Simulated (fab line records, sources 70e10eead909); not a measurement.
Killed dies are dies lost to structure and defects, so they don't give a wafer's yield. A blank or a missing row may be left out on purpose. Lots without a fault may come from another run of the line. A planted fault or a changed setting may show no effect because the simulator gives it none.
Which tool did it? | flow nand_harc | 6 lots, 18 wafers sampled, at 3 steps of a route of 1159

WHAT THE GAUGES READ, wafer by wafer
NHARC_A_ONON_D1_THK_MEAS_21: measures by ellipsometry.
lot  | measured     | on            | thk_nm (nm)
L765 | day 8 15:04  | film_metro-02 | 1003 1002 1003
L769 | day 9 08:54  | film_metro-01 | 999 1001 998
L772 | day 9 23:19  | film_metro-01 | 1003 1003 1003
L775 | day 11 04:16 | film_metro-01 | 1015 1015 1014
L777 | day 11 03:55 | film_metro-02 | 993 992 993
L782 | day 12 14:26 | film_metro-01 | 1875 1875 1875 1876 1876 1877

WHICH TOOL RAN EACH LOT (tool, then ch and the chambers of the sampled wafers, then the start)
lot  | NHARC_P_BONDPAD_ACTIVATE_29        | NHARC_A_ONON_D1_DEP_19
L765 | rie_diel-11 ch 0,2, day 7 05:23    | pecvd_onon-01 ch 0, day 8 14:34
L769 | rie_diel-11 ch 0,1,3, day 7 19:05  | pecvd_onon-04 ch 0, day 9 08:23
L772 | rie_diel-11 ch 0,1, day 8 11:32    | pecvd_onon-01 ch 0, day 9 22:49
L775 | rie_diel-05 ch 0,1,2, day 9 17:58  | pecvd_onon-01 ch 0, day 11 03:46
L777 | rie_diel-05 ch 1,2, day 9 20:17    | pecvd_onon-01 ch 0, day 11 03:25
L782 | rie_diel-11 ch 0,1,3, day 11 03:56 | pecvd_onon-01 ch 0, day 12 14:02
- NHARC_P_BONDPAD_ACTIVATE_29: chemistry N2, time 60 s.
- NHARC_A_ONON_D1_DEP_19: target thk 1000 nm.

THE ANSWER, worked out from the rows above alone
Rule: what is usual is taken from the lots themselves. Put in order of their means at a reading, lots are off if they are a third of the lots or fewer, leave a main group of 4 or more, and stand apart from it by a gap of 3 or more times the standard deviation of the main group's means; of several such gaps the widest counts. A main group whose means are all the same, to the digits that the tables above print for the reading, isn't used. A lot without any number at a reading at which 4 lots or more have one is off too. The other lots that the step has rows for count as sound.
Off: L782, at NHARC_A_ONON_D1_THK_MEAS_21 (thk_nm). The main group: mean 1002 nm, standard deviation 7.1.
A tool fits if, at a process step before that reading, it ran every lot that is off, and no sound lot after the first of them. The gauges at NHARC_A_ONON_D1_THK_MEAS_21 are tried like those tools. Can't be told from this: 3 tools fit, rie_diel-11 at NHARC_P_BONDPAD_ACTIVATE_29, pecvd_onon-01 at NHARC_A_ONON_D1_DEP_19, film_metro-01 at NHARC_A_ONON_D1_THK_MEAS_21.

WHAT THE SIMULATOR HAD PUT IN
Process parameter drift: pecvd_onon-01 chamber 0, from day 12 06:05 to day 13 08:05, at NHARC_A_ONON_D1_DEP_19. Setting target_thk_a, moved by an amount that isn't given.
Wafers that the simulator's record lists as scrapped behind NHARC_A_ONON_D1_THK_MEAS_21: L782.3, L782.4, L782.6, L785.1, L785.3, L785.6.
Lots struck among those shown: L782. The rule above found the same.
